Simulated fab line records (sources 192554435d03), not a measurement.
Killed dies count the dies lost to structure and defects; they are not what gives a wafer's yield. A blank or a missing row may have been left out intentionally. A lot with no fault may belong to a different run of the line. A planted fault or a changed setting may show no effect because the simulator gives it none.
fab line records ; flow n5Finfet
[record] lots = 3; wafers = 9; lastDay = 15
route steps=1938 shown BEOL_M8@1392 BEOL_M9@1401 PASSIVATION@1936
lots that met no fault: taken from a fault-free run of the same line
startH: start of the lot's first displayed wafer, in hours after the record's first day ; waitH: how many hours have passed since the lot's step before this one ; " as in the row above ; L1.1+2: several wafers, shown together as one row ; - no value, or no start given ; * or withheld: withheld ; < > ~ a bound
route shown NAME@n: NAME is a module with steps in the file, n the number in the route of the first one ; usual: mean and standard deviation over wafers with no fault ; same: alike in all rows ; chamber/n: place in a boat ; sites: the reading at each site ; _std_site: standard deviation across them ; _edge_site: inner sites' mean taken away from outer sites' mean ; radiusMm: how far each site lies from the wafer's centre ; mask NAME#n: copy n ; behind: the most recent tool/chamber to have shaped the wafer ; hold: what put the lot on hold/how long, in hours/how the hold closed ; device: which transistor (n, p or np) failed to switch ; end of line: tests of these same wafers at the route's end ; where a step has no rows: the recipe by itself ; killed: not the wafer's yield, but the dies lost to structure and defects at the first sort ; map: the dies of a wafer, with x for killed, . for not killed, _ for no die there
set.NAME: the setting that was run; set.NAME@STEP: the one run at that earlier step ; model.NAME: the simulator's own value behind a step, which no gauge read
lots seen at some steps along the route; tables by step, rows by wafer
[[steps]]
[step N5_BEOL_M8_SPUTTER_48]
[recipe] material = Cu; targetThkA = 100; tempC = -20; biasV = 60; powerW = 26000; chamberPressurePa = 0.13; timeS = 1.667
[step N5_BEOL_M8_ECD_50]
[recipe] material = Cu; targetThkA = 3000
[step N5_BEOL_M8_ANNEAL_51]
[recipe] tempC = 225; timeS = 90; ambient = N2
[step N5_BEOL_M8_CMP_52]
[recipe] stopOn = SiCOH_lowk; tOverpolishS = 6.9; downForcePsi = 1; platenRpm = 50; clearingPlatenDownForcePsi = 1.5; clearingPlatenRpm = 50; postCmpClean = cuAlkaline; targetThkNm = 80; clearingPlatenPadVelocityMS = 0.99484; padVelocityMS = 0.99484
[step N5_BEOL_M8_PRE_CLEAN_55]
[recipe] gas = NH3; timeS = 15; tempC = withheld; rfPowerW = 300
[step N5_BEOL_M8_DEP_56]
[recipe] material = SiCN; targetThkA = 100; tempC = withheld; precursor = 3MS/NH3; pressureTorr = 3; rfW = 202; timeS = 17.5
[step N5_BEOL_M9_ILD_DEP_00]
[recipe] material = SiCOH_lowk; targetThkA = 3085.1; tempC = 300; precursor = DEMS/porogen; pressureTorr = 5; rfW = 500; timeS = 58
[step N5_BEOL_M9_CURE_71]
[recipe] tempC = 385; timeS = 240; ambient = He/Ar; material = SiCOH_lowk
[step N5_BEOL_M9_PECVD_70]
[recipe] material = SiO2; targetThkA = 200; tempC = 400; precursor = TEOS/O2; pressureTorr = 5.5; rfW = 450; teosFlowSccm = 53.8; gas = O2; flowSccm = 3000; timeS = 22.7
[usual] heaterPowerW = 710/72; showerheadPlenumPTorr = 8.80/0.061; showerheadVppV = 1304/60; throttleValvePct = 22.4/1.4
lot.wafer;tool;chamber;startH;waitH;heaterPowerW;showerheadPlenumPTorr;showerheadVppV;throttleValvePct
L182.3;pecvd-04;2;241.37;0.0;777;8.91;1308;19.8
L182.4;pecvd-04;2;241.37;0.0;760;8.86;1322;19.7
L182.6;pecvd-04;0;241.37;0.0;598;8.71;1218;22.1
L183.1;pecvd-04;0;259.45;0.0;705;8.71;1220;22.4
L183.5;pecvd-04;2;259.45;0.0;663;8.91;1336;20.0
L183.6;pecvd-04;0;259.45;0.0;710;8.72;1222;22.1
L191.3;pecvd-04;1;305.10;0.0;677;8.77;1256;24.3
L191.4;pecvd-04;1;305.10;0.0;690;8.75;1243;24.3
L191.5;pecvd-04;2;305.10;0.0;737;8.91;1343;20.2
[step N5_BEOL_M9_HM_DEP_02]
[recipe] material = TiN; targetThkA = 200; tempC = 25; chamberPressurePa = 0.49996
[step N5_BEOL_M9_COAT_59]
[recipe] resist = SOC; tempC = 250; timeS = 60; spinRpm = 1500; resistThkNm = 100
[step N5_BEOL_M9_COAT_60]
[recipe] resist = SiARC; tempC = 220; timeS = 60; spinRpm = 1500; resistThkNm = 30
[step N5_BEOL_M9_COAT_05]
[recipe] resist = CAR-ArF; spinRpm = 1500; resistThkNm = 90
[step N5_BEOL_M9_EBR_07]
[recipe] solvent = PGMEA; ebrWidthMm = 1.5
[step N5_BEOL_M9_SOFTBAKE_06]
[recipe] tempC = 110; timeS = 60; resist = CAR-ArF
[step N5_BEOL_M9_EXPOSE_08]
[recipe] maskId = M9; na = 1.35; sourceShape = dipole; sigmaInner = 0.411; sigmaOuter = 0.611; polarization = te; doseMj = 53.75
[step N5_BEOL_M9_PEB_09]
[recipe] pebTempC = withheld; pebTimeS = 60; resist = CAR-ArF
[step N5_BEOL_M9_DEVELOP_10]
[recipe] developTimeS = 30; developer = TMAH; resist = CAR-ArF; rinseLiquid = diw; dry = airSpin; devTempC = 23
[step N5_BEOL_M9_DESCUM_16]
[recipe] chemistry = O2; timeS = 7.9; sourcePowerW = 50; biasPowerW = 20; pressureMtorr = 20; rfFrequencyHz = 2.712e+07; tempC = 40; resist = CAR-ArF; o2FlowSccm = 225
[step N5_BEOL_M9_ETCH_61]
[recipe] chemistry = CF4; target = SiARC; targetDepthA = 390; maskMaterial = CAR-ArF; timeS = 65; ionEnergyEv = 80; pressureMtorr = 40; sourceW = 545; biasW = 36; Ar_flow_sccm = 100; cf4FlowSccm = 100; ends = cleared
[step N5_BEOL_M9_ETCH_62]
[recipe] chemistry = N2/H2; target = SOC; targetDepthA = 1100; overetchA = 220; maskMaterial = SiARC; tempC = 40; timeS = 165; ionEnergyEv = 200; pressureMtorr = 30; sourceW = 840; biasW = 150; n2FlowSccm = 200; h2FlowSccm = 200
[step N5_BEOL_M9_STRIP_68]
[recipe] chemistry = N2/H2; tempC = 40; n2FlowSccm = 200; h2FlowSccm = 200; rfFrequencyHz = 6e+07
[step N5_BEOL_M9_STRIP_67]
[recipe] chemistry = CF4; resist = SiARC; powerW = 300; biasPowerW = 75; pressureMtorr = 50; cf4FlowSccm = 150; rfFrequencyHz = 6e+07
[step N5_BEOL_M9_HM_OPEN_17]
[recipe] chemistry = Cl2/BCl3; targetDepthA = 200; overetchA = 60; target = TiN; maskMaterial = SOC; ionEnergyEv = 150; pressureMtorr = 10; icpW = 1000; biasW = 126; Cl2_flow_sccm = 53.25; bcl3FlowSccm = 21.75; Ar_flow_sccm = 25
[step N5_BEOL_M9_STRIP_19]
[recipe] chemistry = O2; powerW = 400; tempC = 40; pressureMtorr = 30; rfFrequencyHz = 6e+07; biasPowerW = 0; overashFraction = 0.2; o2FlowSccm = 225
[step N5_BEOL_M9_COAT_63]
[recipe] resist = SOC; tempC = 250; timeS = 60; spinRpm = 1500; resistThkNm = 60
[step N5_BEOL_M9_COAT_64]
[recipe] resist = SiARC; tempC = 220; timeS = 60; spinRpm = 1500; resistThkNm = 12
[step N5_BEOL_M9_COAT_75]
[recipe] resist = underlayer; tempC = 205; timeS = 60; spinRpm = 1500; resistThkNm = 5
[step N5_BEOL_M9_COAT_22]
[recipe] resist = CAR-EUV; spinRpm = 1500; resistThkNm = 30
[step N5_BEOL_M9_EBR_24]
[recipe] solvent = PGMEA; ebrWidthMm = 1.5
[step N5_BEOL_M9_SOFTBAKE_23]
[recipe] tempC = 110; timeS = 60; resist = CAR-EUV
[step N5_BEOL_M9_EXPOSE_25]
[recipe] maskId = V8; na = 0.33; sourceShape = annular; sigmaInner = 0.4; sigmaOuter = 0.8; polarization = unpolarized; doseMj = 37.25
[step N5_BEOL_M9_PEB_26]
[recipe] pebTempC = 100; pebTimeS = 60; resist = CAR-EUV
[step N5_BEOL_M9_DEVELOP_27]
[recipe] developTimeS = 30; developer = TMAH; resist = CAR-EUV; rinseLiquid = surfactantRinse; dry = airSpin; devTempC = 23
[step N5_PASSIVATION_PROBE_49]
[usual] defectLimitedYield = 91.3/1.5; killed_at_M0_to_M3 = 34/11; killed_at_M4_up = 14/6.1; killedAtContacts = 12/5.9; killedAtFrontEnd = 39/11; killedAtOther = 4/3.3; killedDies = 102/18; killedOpen = 67/13; killedShort = 33/7.9; sort_bin_5_function = 5.1/1; sort_bin_6_memory = 3.3/0.7; sort_bin_8_speed = 0.1/0.69; sortNPass = 1077/19; sortYieldPct = 91.3/1.6
[same] grossDies = 1180; killedAtBackSide = 0; sort_bin_4_leakage[%] = 0
lot.wafer;tool;chamber;startH;waitH;defectLimitedYield[%];killed_at_M0_to_M3;killed_at_M4_up;killedAtContacts;killedAtFrontEnd;killedAtOther;killedDies;killedOpen;killedShort;sort_bin_5_function[%];sort_bin_6_memory[%];sort_bin_8_speed[%];sortNPass;sortYieldPct[%]
L191.3;prober-01;-;370.14;0.1;90.5;26;45;11;25;5;112;47;27;6.3;2.5;0.1;1067;90.4
L191.4;prober-01;-;370.19;0.2;90.8;25;48;4;30;1;108;45;20;5.2;3.0;0;1072;90.8
L191.5;prober-01;-;370.24;0.2;82.6;21;119;21;37;7;205;58;36;10.2;5.3;0;975;82.6
// killed by level:class
L191.3 BEOL_M9:unspecified=35 BEOL_M3:geometricParticle:open=9 MOL_CONTACT_COAG:geometricParticle:open=8 FIN_SAQP:geometricParticle:short=6 BEOL_M2:geometricParticle:open=5 STI_FIN_REVEAL:geometricParticle:open=4 BEOL_M0_SAQP:geometricParticle:open=4 DUMMY_GATE:geometricParticle:open=3
L191.4 BEOL_M9:unspecified=40 BEOL_M1:geometricParticle:open=11 FIN_SAQP:geometricParticle:short=10 FIN_SAQP:geometricParticle:open=6 BEOL_M0:geometricParticle:open=5 DUMMY_GATE:geometricParticle:open=4 STI_FIN_REVEAL:geometricParticle:open=3 STARTING-WAFER:geometricParticle:open=3
L191.5 BEOL_M9:unspecified=108 MOL_CONTACT_COAG:geometricParticle:open=17 FIN_SAQP:geometricParticle:short=16 BEOL_M0_SAQP:geometricParticle:open=8 BEOL_M0_SAQP:geometricParticle:short=7 MOL_CONTACT_COAG:geometricParticle:short=3 STI_FIN_REVEAL:geometricParticle:open=3 BEOL_M2:geometricParticle:open=3
// map L191.5 (x killed, . not)
_________________...x..x.....________________
______________.........x........_____________
___________.....x......x..........x__________
__________......x..........x........_________
________.........x........x.x........._______
_______...................x............______
______.x.....x..x..x.x..x..x...x........_____
_____x......x.........x..xxxxxxxx..x.....____
____......x..x............xxxxx..x........___
___......xx..........xxxxxxxxxxxx.x.x......__
___............x.....xxxxxxxxxxxxxx...x....__
__..............x...xxxxxxxxxxxxxx.........._
__.........x...x.....xxxxxxxxxxx.x.....x.x.._
_..................xx.xxxxxxxxxxxx...........
_.......x....x.......x.xxxxxxxx.x............
_................x.....xxxxxxxxx..x..........
_.......................xx...xx..x........x..
_...x....................x.x...x..........xx.
_.......x...........x........x...x...........
_x.x..x............................x.....x...
_...........x....................x...........
__.....x........x......x.......x..........x._
__...........x....x.....x...x.......x......x_
___.....x..x.............x...........x...x.__
___....x...........x.........x..........x..__
____...............x....x....x......x..x..___
_____...........x........................____
______.........x.......x......x.....x..._____
_______..x...............x.....xx......______
________.....................x..x....._______
__________.x.............xx.....x..._________
___________.........x..............__________
______________.................._____________
_________________.......x....________________
// map L182.4 (x killed, . not)
_________________............________________
______________.....x..x........._____________
___________........x...............__________
__________.....x.x.x...x......x.x..._________
________......................x.x....._______
_______..............xx..x........x....______
______....x.x...........xx.....x....x..._____
_____.............x...xxx.............x..____
____..............................x.....x.___
___.......x.....xx............x............__
___..x................x....................__
__.....................xx.............x....._
__...........x.............................._
_..........................x.................
_.................x......x..x............x...
_................x.x..x....xx......x.........
_xx.............x.x.......................x..
_...........................x.....x.x........
_.......x.x......x.x.....x.x...x..........x..
_.xx..........x....x.........x...............
_.x.......x.....x.....x......................
__x.x.....xx......x..x.............x....x.x._
__..x.........................x...x........._
___......................x.........x.......__
___..............................x.........__
____...x.......................x..........___
_____.................x......x...........____
______.................x...............x_____
_______.x................x..........x..______
________.............x...x............_______
__________.xx...xx.x....x..........._________
___________........................__________
______________.....x...x...x...x_____________
_________________.....x.x....________________
[[key]]
[firstSign] step = N5_PASSIVATION_PROBE_49; reading = killed_at_M4_up; direction = up; sigmas = 9.2; usual = 14; struck = 71
[effect] step = N5_PASSIVATION_PROBE_49; reading = defectLimitedYield; direction = down; sigmas = 2.2; usual = 91.3; struck = 88.0; wafersMoved = 2
[moreKillsBornAt] N5_BEOL_M9_PECVD_70@pecvd-04 = 183
metAt N5_BEOL_M9_PECVD_70
struckWafers L191.3,L191.4,L191.5
onsetBetween 259.45 305.10
alsoFits time
[fault] kind = chamberParticleSource; tool = pecvd-04; chamber = -; onsetH = 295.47; steps = N5_BEOL_M9_PECVD_70; ratePerVisitCm2 = 0.51565; endH = 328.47
